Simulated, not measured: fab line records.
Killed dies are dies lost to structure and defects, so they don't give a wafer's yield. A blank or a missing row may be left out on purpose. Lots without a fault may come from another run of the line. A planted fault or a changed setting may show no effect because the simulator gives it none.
fab line records    flow nandHarc
[record] lots = 6  wafers = 18  lastDay = 24
route steps=1159 shown A_ONON_D1@428
lots that met no fault: taken from a fault-free run of the same line
startH: start of the lot's first displayed wafer, in hours after the record's first day    waitH: hours from the lot's prior step to this one    " the same as in the row above    L1.1+2: several wafers, shown together as one row    - either no value or no given start    * or withheld: withheld    < > ~ a bound
route shown NAME@n: a module of which the file shows steps, and the number in the route of the first    usual: the fault-free wafers' mean and standard deviation    same: alike in all rows    chamber/n: place in a boat    sites: each site's reading    _std_site: the standard deviation of these    _edge_site: inner sites' mean taken away from outer sites' mean    radiusMm: how far each site lies from the wafer's centre    mask NAME#n: copy n    behind: the tool/chamber that last shaped the wafer    hold: why the lot went on hold/how many hours it stayed there/how the hold came to an end    device: transistor that didn't switch, given as n, p or np    end of line: the route-end tests of the same wafers    for a step that has no rows: nothing shown but its recipe    killed: not the wafer's yield, but the dies lost to structure and defects at the first sort    map: shows each die of a wafer: x if killed, . if not, _ if none is there
set.NAME: setting as actually run; set.NAME@STEP: the setting as run at that earlier step    model.NAME: the simulator's own value behind a step, which no gauge read
certain route steps with their lots: each step a table, each wafer a row
services: the hour from which a tool's chamber was out of use, counted from the record's first day as startH (under 0 if before that day), plus the number of hours and why
[[steps]]
[step NHARC_A_ONON_D1_DEP_06]
[recipe] targetThkA = 10000  n2FlowSccm = 2750  n2oFlowSccm = 2000  nh3FlowSccm = 500  sih4FlowSccm = 210  tempC = 400
[step NHARC_A_ONON_D1_THK_MEAS_08]
[recipe] thkMeasGauge = ellipsometry
[usual] thkNm = 998/11
lot.wafer  tool          chamber  startH  waitH  thkNm
L637.3     filmMetro-02  -        163.75  -      989
L637.5     "             -        "       "      989
L637.6     "             -        "       "      990
L648.1     filmMetro-01  -        231.82  -      993
L648.3     "             -        "       "      993
L648.4     "             -        "       "      992
L653.2     filmMetro-01  -        256.17  -      998
L653.4     "             -        "       "      998
L653.5     "             -        "       "      999
L654.2     filmMetro-01  -        275.45  -      993
L654.3     "             -        "       "      995
L654.4     "             -        "       "      993
L656.1     filmMetro-01  -        279.92  -      989
L656.4     "             -        "       "      987
L656.5     "             -        "       "      988
L658.1     filmMetro-01  -        286.06  -      988
L658.2     "             -        "       "      991
L658.5     "             -        "       "      990
[step NHARC_A_ONON_D1_DEP_09]
[recipe] targetThkA = 10000  n2FlowSccm = 2750  n2oFlowSccm = 2000  nh3FlowSccm = 500  sih4FlowSccm = 210  tempC = 400
[step NHARC_A_ONON_D1_THK_MEAS_11]
[recipe] thkMeasGauge = ellipsometry
[usual] thkNm = 1002/11
lot.wafer  tool          chamber  startH  waitH  thkNm
L637.3     filmMetro-01  -        164.32  -      981
L637.5     "             -        "       "      982
L637.6     "             -        "       "      983
L648.1     filmMetro-02  -        232.39  -      986
L648.3     "             -        "       "      986
L648.4     "             -        "       "      986
L653.2     filmMetro-02  -        256.74  -      1010
L653.4     "             -        "       "      1010
L653.5     "             -        "       "      1010
L654.2     filmMetro-02  -        276.02  -      1008
L654.3     "             -        "       "      1010
L654.4     "             -        "       "      1009
L656.1     filmMetro-01  -        280.49  -      1019
L656.4     "             -        "       "      1019
L656.5     "             -        "       "      1019
L658.1     filmMetro-02  -        286.67  -      998
L658.2     "             -        "       "      996
L658.5     "             -        "       "      996
[step NHARC_A_ONON_D1_DEP_12]
[recipe] targetThkA = 10000  n2FlowSccm = 2750  n2oFlowSccm = 2000  nh3FlowSccm = 500  sih4FlowSccm = 210  tempC = 400
[step NHARC_A_ONON_D1_THK_MEAS_14]
[recipe] thkMeasGauge = ellipsometry
[usual] thkNm = 999/11
lot.wafer  tool          chamber  startH  waitH  thkNm
L637.3     filmMetro-02  -        164.88  -      1004
L637.5     "             -        "       "      1003
L637.6     "             -        "       "      1004
L648.1     filmMetro-02  -        232.96  -      993
L648.3     "             -        "       "      990
L648.4     "             -        "       "      991
L653.2     filmMetro-01  -        257.31  -      988
L653.4     "             -        "       "      987
L653.5     "             -        "       "      989
L654.2     filmMetro-02  -        276.58  -      1001
L654.3     "             -        "       "      1003
L654.4     "             -        "       "      1002
L656.1     filmMetro-02  -        281.06  -      995
L656.4     "             -        "       "      996
L656.5     "             -        "       "      997
L658.1     filmMetro-01  -        287.24  -      1012
L658.2     "             -        "       "      1013
L658.5     "             -        "       "      1012
[step NHARC_A_ONON_D1_ANNEAL_15]
[recipe] tempC = 750  timeS = 3600
[step NHARC_A_ONON_D1_DEP_16]
[recipe] targetThkA = 10000  n2FlowSccm = 2750  n2oFlowSccm = 2000  nh3FlowSccm = 500  sih4FlowSccm = 210  tempC = 400
[step NHARC_A_ONON_D1_THK_MEAS_18]
[recipe] thkMeasGauge = ellipsometry
[usual] thkNm = 1003/9.7
lot.wafer  tool          chamber  startH  waitH  thkNm
L637.3     filmMetro-01  -        176.04  -      997
L637.5     "             -        "       "      997
L637.6     "             -        "       "      998
L648.1     filmMetro-02  -        240.96  -      1012
L648.3     "             -        "       "      1011
L648.4     "             -        "       "      1013
L653.2     filmMetro-02  -        264.43  -      1016
L653.4     "             -        "       "      1017
L653.5     "             -        "       "      1017
L654.2     filmMetro-01  -        284.03  -      1007
L654.3     "             -        "       "      1008
L654.4     "             -        "       "      1007
L656.1     filmMetro-02  -        288.23  -      999
L656.4     "             -        "       "      999
L656.5     "             -        "       "      1000
L658.1     filmMetro-02  -        297.06  -      1003
L658.2     "             -        "       "      1001
L658.5     "             -        "       "      1003
[step NHARC_A_ONON_D1_DEP_19]
[recipe] targetThkA = 10000  n2FlowSccm = 2750  n2oFlowSccm = 2000  nh3FlowSccm = 500  sih4FlowSccm = 210  tempC = 400
[step NHARC_A_ONON_D1_THK_MEAS_21]
[recipe] thkMeasGauge = ellipsometry
[usual] thkNm = 999/9.2
lot.wafer  tool          chamber  startH  waitH  thkNm
L637.3     filmMetro-01  -        176.60  -      985
L637.5     "             -        "       "      986
L637.6     "             -        "       "      985
L648.1     filmMetro-02  -        241.53  -      1007
L648.3     "             -        "       "      1006
L648.4     "             -        "       "      1006
L653.2     filmMetro-01  -        264.99  -      1001
L653.4     "             -        "       "      998
L653.5     "             -        "       "      999
L654.2     filmMetro-02  -        284.58  -      981
L654.3     "             -        "       "      980
L654.4     "             -        "       "      978
L656.1     filmMetro-02  -        288.79  -      996
L656.4     "             -        "       "      997
L656.5     "             -        "       "      996
L658.1     filmMetro-01  -        297.63  -      1015
L658.2     "             -        "       "      1015
L658.5     "             -        "       "      1016
[step NHARC_A_ONON_D1_DEP_22]
[recipe] targetThkA = 10000  n2FlowSccm = 2750  n2oFlowSccm = 2000  nh3FlowSccm = 500  sih4FlowSccm = 210  tempC = 400
[usual] n2FlowSccm = 2748/7.7  n2oFlowSccm = 2001/5.1
lot.wafer  tool          chamber  startH  waitH  n2FlowSccm  n2oFlowSccm
L637.3     pecvdOnon-02  0        176.77  0.2    2744        1996
L637.5     "             0        "       "      2757        1996
L637.6     "             0        "       "      2751        1999
L648.1     pecvdOnon-03  0        241.59  0.1    2744        1996
L648.3     "             0        "       "      2765        1992
L648.4     "             0        "       "      2754        1997
L653.2     pecvdOnon-02  0        265.11  0.1    2747        1996
L653.4     "             0        "       "      2737        2005
L653.5     "             0        "       "      2735        1992
L654.2     pecvdOnon-04  0        284.83  0.2    2747        2007
L654.3     "             0        "       "      2742        2003
L654.4     "             0        "       "      2745        1997
L656.1     pecvdOnon-02  0        288.85  0.1    2748        2014
L656.4     "             0        "       "      2751        2001
L656.5     "             0        "       "      2748        2003
L658.1     pecvdOnon-04  0        297.69  0.1    2756        2000
L658.2     "             0        "       "      2758        2003
L658.5     "             0        "       "      2759        2002
[step NHARC_A_ONON_D1_THK_MEAS_24]
[recipe] thkMeasGauge = ellipsometry
[usual] thkNm = 1001/8.3
lot.wafer  tool          chamber  startH  waitH  thkNm
L637.3     filmMetro-01  -        177.17  -      987
L637.5     "             -        "       "      987
L637.6     "             -        "       "      988
L648.1     filmMetro-02  -        242.10  -      992
L648.3     "             -        "       "      990
L648.4     "             -        "       "      993
L653.2     filmMetro-01  -        265.56  -      1036
L653.4     "             -        "       "      1037
L653.5     "             -        "       "      989
L654.2     filmMetro-01  -        285.28  -      998
L654.3     "             -        "       "      994
L654.4     "             -        "       "      996
L656.1     filmMetro-01  -        289.39  -      1058
L656.4     "             -        "       "      1056
L656.5     "             -        "       "      1009
L658.1     filmMetro-01  -        298.20  -      992
L658.2     "             -        "       "      989
L658.5     "             -        "       "      990
[step NHARC_A_ONON_D1_DEP_25]
[recipe] targetThkA = 10000  n2FlowSccm = 2750  n2oFlowSccm = 2000  nh3FlowSccm = 500  sih4FlowSccm = 210  tempC = 400
[[services]]
tool          chamber  startH  hours  kind
pecvdOnon-03  -        153.16  13.0   pm
pecvdOnon-04  -        237.00  13.0   pm
pecvdOnon-02  -        292.32  13.0   pm
[[key]]
[firstSign] step = NHARC_A_ONON_D1_THK_MEAS_24  reading = thkNm  direction = up  sigmas = 5.5  usual = 1001  struck = 1046
effect none on later readings
metAt NHARC_A_ONON_D1_DEP_22
struckWafers L653.2,L653.4,L656.1,L656.4
laterRowsLeftOut L653.2,L653.4,L656.1,L656.4
sortLeftOut L653.2,L653.4,L656.1,L656.4
testerLeftOut L653,L656
onsetBetween 176.77 265.11
[fault] kind = processParameterDrift  tool = pecvdOnon-02  chamber = -  onsetH = 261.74  steps = NHARC_A_ONON_D1_DEP_22  channel = targetThkA  offset = *  shape = step  endH = 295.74  scope = struckWafersOnly  actsIn = *  stated = *
// testerLeftOut: of these lots the tester's yield and bins aren't shown, on N5 and GAA mostly nor the transistor test; their killed dies are dies lost to structure and defects alone, not to doping, threshold or leakage, so they don't give the yield
// sortLeftOut: the simulated sort isn't trusted on such a fault, so these wafers' sort isn't shown, and their yield isn't known
// laterRowsLeftOut: the simulator's readings of these wafers behind a module that went badly wrong aren't trusted and aren't shown, but for the sort
